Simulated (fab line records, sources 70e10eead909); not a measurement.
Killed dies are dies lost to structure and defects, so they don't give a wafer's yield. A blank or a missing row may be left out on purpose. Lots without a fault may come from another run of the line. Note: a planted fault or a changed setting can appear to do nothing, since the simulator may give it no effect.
Which tool did it? || flow nandHarc || 15 lots with 43 wafers sampled at 4 steps, on a route of 1302 steps

== WHAT THE GAUGES READ, wafer by wafer ==
NHARC_A_ONON_D2_THK_MEAS_27: measures by ellipsometry. Usual: 998 nm for thkNm, sd 8.5.
{"lot": "L849", "measured": "day 12 21:28", "on": "filmMetro-02", "thkNm (nm)": "1005 1008 1006", "flag": ""}
{"lot": "L850", "measured": "day 13 04:26", "on": "filmMetro-02", "thkNm (nm)": "992 993 994", "flag": ""}
{"lot": "L851", "measured": "day 13 20:18", "on": "filmMetro-01", "thkNm (nm)": "1001 1001 1001", "flag": ""}
{"lot": "L855", "measured": "day 15 06:15", "on": "filmMetro-02", "thkNm (nm)": "982 986 983", "flag": ""}
{"lot": "L858", "measured": "day 16 07:46", "on": "filmMetro-02", "thkNm (nm)": "999 1000 999", "flag": ""}
{"lot": "L859", "measured": "day 16 17:39", "on": "filmMetro-01", "thkNm (nm)": "993 993 995", "flag": ""}
{"lot": "L860", "measured": "day 17 12:05", "on": "filmMetro-01", "thkNm (nm)": "1008 1007 1004", "flag": ""}
{"lot": "L863", "measured": "day 18 18:05", "on": "filmMetro-01", "thkNm (nm)": "990 989 990", "flag": ""}
{"lot": "L864", "measured": "day 18 18:07", "on": "filmMetro-02", "thkNm (nm)": "996 995 996", "flag": ""}
{"lot": "L867", "measured": "day 20 11:31", "on": "filmMetro-01", "thkNm (nm)": "1004 923", "flag": "OFF"}
{"lot": "L868", "measured": "day 20 21:47", "on": "filmMetro-02", "thkNm (nm)": "1002 999 1002", "flag": ""}
{"lot": "L869", "measured": "day 21 13:00", "on": "filmMetro-02", "thkNm (nm)": "1001 915 918", "flag": "OFF"}
{"lot": "L870", "measured": "day 21 16:41", "on": "filmMetro-02", "thkNm (nm)": "1007 1006 1008", "flag": ""}
{"lot": "L871", "measured": "day 21 16:40", "on": "filmMetro-01", "thkNm (nm)": "913 994", "flag": "OFF"}
{"lot": "L872", "measured": "day 23 03:07", "on": "filmMetro-01", "thkNm (nm)": "1008 1010 1007", "flag": ""}

NHARC_A_ONON_D2_THK_MEAS_34: measures by ellipsometry. Usual: 200.3 nm for thkNm, sd 2.9.
{"lot": "L849", "measured": "day 12 22:30", "on": "filmMetro-01", "thkNm (nm)": "196.4 201.3 198.0", "flag": ""}
{"lot": "L850", "measured": "day 13 05:28", "on": "filmMetro-01", "thkNm (nm)": "201.3 203.2 206.2", "flag": ""}
{"lot": "L851", "measured": "day 13 21:20", "on": "filmMetro-02", "thkNm (nm)": "195.6 203.1 203.9", "flag": ""}
{"lot": "L855", "measured": "day 15 07:17", "on": "filmMetro-01", "thkNm (nm)": "201.7 202.5 203.0", "flag": ""}
{"lot": "L858", "measured": "day 16 08:48", "on": "filmMetro-02", "thkNm (nm)": "196.9 198.4 200.4", "flag": ""}
{"lot": "L859", "measured": "day 16 18:42", "on": "filmMetro-01", "thkNm (nm)": "194.5 197.1 197.6", "flag": ""}
{"lot": "L860", "measured": "day 17 13:08", "on": "filmMetro-01", "thkNm (nm)": "193.8 193.7 192.3", "flag": ""}
{"lot": "L863", "measured": "day 18 19:07", "on": "filmMetro-02", "thkNm (nm)": "199.3 200.4 202.6", "flag": ""}
{"lot": "L864", "measured": "day 18 19:09", "on": "filmMetro-02", "thkNm (nm)": "196.6 197.3 199.3", "flag": ""}
{"lot": "L867", "measured": "day 20 12:34", "on": "filmMetro-01", "thkNm (nm)": "196.5 198.1", "flag": ""}
{"lot": "L868", "measured": "day 20 22:58", "on": "filmMetro-01", "thkNm (nm)": "200.8 203.7 202.8", "flag": ""}
{"lot": "L869", "measured": "day 21 14:02", "on": "filmMetro-01", "thkNm (nm)": "198.2 203.0 200.5", "flag": ""}
{"lot": "L870", "measured": "day 21 17:43", "on": "filmMetro-02", "thkNm (nm)": "199.1 200.8 204.6", "flag": ""}
{"lot": "L871", "measured": "day 21 17:42", "on": "filmMetro-01", "thkNm (nm)": "201.4 200.7", "flag": ""}
{"lot": "L872", "measured": "day 23 04:08", "on": "filmMetro-02", "thkNm (nm)": "198.0 200.7 197.8", "flag": ""}

== WHICH TOOL RAN EACH LOT (tool, then ch and the chambers of the sampled wafers, then the start) ==
{"lot": "L849", "NHARC_A_CHANNEL_FILL_D1_CMP_10": "cmp-01 ch 1,3, day 10 21:08", "NHARC_A_ONON_D2_DEP_25": "pecvdOnon-04 ch 0, day 12 20:57"}
{"lot": "L850", "NHARC_A_CHANNEL_FILL_D1_CMP_10": "cmp-04 ch 0,1, day 11 03:48", "NHARC_A_ONON_D2_DEP_25": "pecvdOnon-04 ch 0, day 13 04:02"}
{"lot": "L851", "NHARC_A_CHANNEL_FILL_D1_CMP_10": "cmp-04 ch 0,2,3, day 11 18:56", "NHARC_A_ONON_D2_DEP_25": "pecvdOnon-04 ch 0, day 13 19:55"}
{"lot": "L855", "NHARC_A_CHANNEL_FILL_D1_CMP_10": "cmp-02 ch 1,2,3, day 13 07:59", "NHARC_A_ONON_D2_DEP_25": "pecvdOnon-04 ch 0, day 15 05:45"}
{"lot": "L858", "NHARC_A_CHANNEL_FILL_D1_CMP_10": "cmp-01 ch 0,2,3, day 14 09:19", "NHARC_A_ONON_D2_DEP_25": "pecvdOnon-03 ch 0, day 16 07:16"}
{"lot": "L859", "NHARC_A_CHANNEL_FILL_D1_CMP_10": "cmp-01 ch 0,2,3, day 14 17:40", "NHARC_A_ONON_D2_DEP_25": "pecvdOnon-03 ch 0, day 16 17:12"}
{"lot": "L860", "NHARC_A_CHANNEL_FILL_D1_CMP_10": "cmp-02 ch 0,1,3, day 15 06:13", "NHARC_A_ONON_D2_DEP_25": "pecvdOnon-01 ch 0, day 17 11:35"}
{"lot": "L863", "NHARC_A_CHANNEL_FILL_D1_CMP_10": "cmp-04 ch 0,1, day 16 18:01", "NHARC_A_ONON_D2_DEP_25": "pecvdOnon-03 ch 0, day 18 17:38"}
{"lot": "L864", "NHARC_A_CHANNEL_FILL_D1_CMP_10": "cmp-02 ch 1,3, day 16 18:02", "NHARC_A_ONON_D2_DEP_25": "pecvdOnon-04 ch 0, day 18 17:40"}
{"lot": "L867", "NHARC_A_CHANNEL_FILL_D1_CMP_10": "cmp-02 ch 0,3, day 18 09:48", "NHARC_A_ONON_D2_DEP_25": "pecvdOnon-03 ch 0, day 20 11:01"}
{"lot": "L868", "NHARC_A_CHANNEL_FILL_D1_CMP_10": "cmp-01 ch 0,2, day 18 16:37", "NHARC_A_ONON_D2_DEP_25": "pecvdOnon-04 ch 0, day 20 21:17"}
{"lot": "L869", "NHARC_A_CHANNEL_FILL_D1_CMP_10": "cmp-01 ch 0,1,2, day 19 07:42", "NHARC_A_ONON_D2_DEP_25": "pecvdOnon-03 ch 0, day 21 12:29"}
{"lot": "L870", "NHARC_A_CHANNEL_FILL_D1_CMP_10": "cmp-02 ch 0,1,3, day 19 15:51", "NHARC_A_ONON_D2_DEP_25": "pecvdOnon-01 ch 0, day 21 16:10"}
{"lot": "L871", "NHARC_A_CHANNEL_FILL_D1_CMP_10": "cmp-02 ch 1,2, day 19 18:32", "NHARC_A_ONON_D2_DEP_25": "pecvdOnon-03 ch 0, day 21 16:20"}
{"lot": "L872", "NHARC_A_CHANNEL_FILL_D1_CMP_10": "cmp-02 ch 0,1,2, day 21 03:01", "NHARC_A_ONON_D2_DEP_25": "pecvdOnon-01 ch 0, day 23 02:36"}
- NHARC_A_CHANNEL_FILL_D1_CMP_10: polishes, target thk 150 nm.
- NHARC_A_ONON_D2_DEP_25: target thk 1000 nm.

== WHAT THE TOOLS THEMSELVES READ (means of the sampled wafers that have a number; where no wafer has one, the mark that the record gives instead) ==
NHARC_A_CHANNEL_FILL_D1_CMP_10. Usual: motorCurrentA 11.9 A, standard deviation 1.5; slurryFilterDpKPa 13.52 kPa, standard deviation 0.13; slurryFlowMlMin 149.9, standard deviation 0.45; timeToEndpointS 15.1 s, standard deviation 2.6.
{"lot": "L849", "tool": "cmp-01", "motorCurrentA (A)": 11.7, "slurryFilterDpKPa (kPa)": 13.48, "slurryFlowMlMin": 150.0, "timeToEndpointS (s)": 13.5, "flag": ""}
{"lot": "L850", "tool": "cmp-04", "motorCurrentA (A)": 10.3, "slurryFilterDpKPa (kPa)": 13.43, "slurryFlowMlMin": 150.2, "timeToEndpointS (s)": 12.4, "flag": ""}
{"lot": "L851", "tool": "cmp-04", "motorCurrentA (A)": 11.9, "slurryFilterDpKPa (kPa)": 13.50, "slurryFlowMlMin": 149.5, "timeToEndpointS (s)": 13.3, "flag": ""}
{"lot": "L855", "tool": "cmp-02", "motorCurrentA (A)": 11.6, "slurryFilterDpKPa (kPa)": 13.49, "slurryFlowMlMin": 150.1, "timeToEndpointS (s)": 17.4, "flag": ""}
{"lot": "L858", "tool": "cmp-01", "motorCurrentA (A)": 13.0, "slurryFilterDpKPa (kPa)": 13.46, "slurryFlowMlMin": 149.6, "timeToEndpointS (s)": 14.1, "flag": ""}
{"lot": "L859", "tool": "cmp-01", "motorCurrentA (A)": 13.6, "slurryFilterDpKPa (kPa)": 13.45, "slurryFlowMlMin": 150.1, "timeToEndpointS (s)": 10.0, "flag": ""}
{"lot": "L860", "tool": "cmp-02", "motorCurrentA (A)": 11.1, "slurryFilterDpKPa (kPa)": 13.48, "slurryFlowMlMin": 149.9, "timeToEndpointS (s)": 17.6, "flag": ""}
{"lot": "L863", "tool": "cmp-04", "motorCurrentA (A)": 10.1, "slurryFilterDpKPa (kPa)": 13.53, "slurryFlowMlMin": 149.8, "timeToEndpointS (s)": 16.3, "flag": ""}
{"lot": "L864", "tool": "cmp-02", "motorCurrentA (A)": 10.2, "slurryFilterDpKPa (kPa)": 13.58, "slurryFlowMlMin": 150.0, "timeToEndpointS (s)": 15.3, "flag": ""}
{"lot": "L867", "tool": "cmp-02", "motorCurrentA (A)": 11.4, "slurryFilterDpKPa (kPa)": 13.46, "slurryFlowMlMin": 149.8, "timeToEndpointS (s)": 15.8, "flag": ""}
{"lot": "L868", "tool": "cmp-01", "motorCurrentA (A)": 13.7, "slurryFilterDpKPa (kPa)": 13.40, "slurryFlowMlMin": 150.2, "timeToEndpointS (s)": 16.8, "flag": ""}
{"lot": "L869", "tool": "cmp-01", "motorCurrentA (A)": 12.6, "slurryFilterDpKPa (kPa)": 13.59, "slurryFlowMlMin": 150.0, "timeToEndpointS (s)": 17.1, "flag": ""}
{"lot": "L870", "tool": "cmp-02", "motorCurrentA (A)": 11.2, "slurryFilterDpKPa (kPa)": 13.46, "slurryFlowMlMin": 149.7, "timeToEndpointS (s)": 15.4, "flag": ""}
{"lot": "L871", "tool": "cmp-02", "motorCurrentA (A)": 11.8, "slurryFilterDpKPa (kPa)": 13.27, "slurryFlowMlMin": 149.3, "timeToEndpointS (s)": 17.1, "flag": ""}
{"lot": "L872", "tool": "cmp-02", "motorCurrentA (A)": 12.1, "slurryFilterDpKPa (kPa)": 13.61, "slurryFlowMlMin": 149.7, "timeToEndpointS (s)": 14.6, "flag": ""}

== THE ANSWER, worked out from the rows above alone ==
Rule: a lot counts as off when the mean over its wafers that have a number is more than 3 standard deviations away from the usual mean. Also off: a lot with no number at a reading for which 4 or more lots have one. Any other lot the step has rows for is counted as sound. Order of review: gauges by route order, followed by the tools' own readings, for which a lot's mean as printed above is used. At the first step where some lot is off, the reading lying furthest off is the one used; lots without a number count as furthest.
Off, at NHARC_A_ONON_D2_THK_MEAS_27 on thkNm: L867, L869, L871.
If a tool, at a process step before that reading, ran all the lots that are off and no sound lot after the first of them, it fits. Those tools and the gauges at NHARC_A_ONON_D2_THK_MEAS_27 are tried in the same way. One fits: pecvdOnon-03 at NHARC_A_ONON_D2_DEP_25. A fault onset in the window from L863 (day 18 17:38, its last sound lot) to L867 (day 20 11:01, its first lot off) fits.

== WHAT THE SIMULATOR HAD INSERTED ==
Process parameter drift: pecvdOnon-03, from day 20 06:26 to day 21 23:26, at NHARC_A_ONON_D2_DEP_25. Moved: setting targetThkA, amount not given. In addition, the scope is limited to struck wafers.
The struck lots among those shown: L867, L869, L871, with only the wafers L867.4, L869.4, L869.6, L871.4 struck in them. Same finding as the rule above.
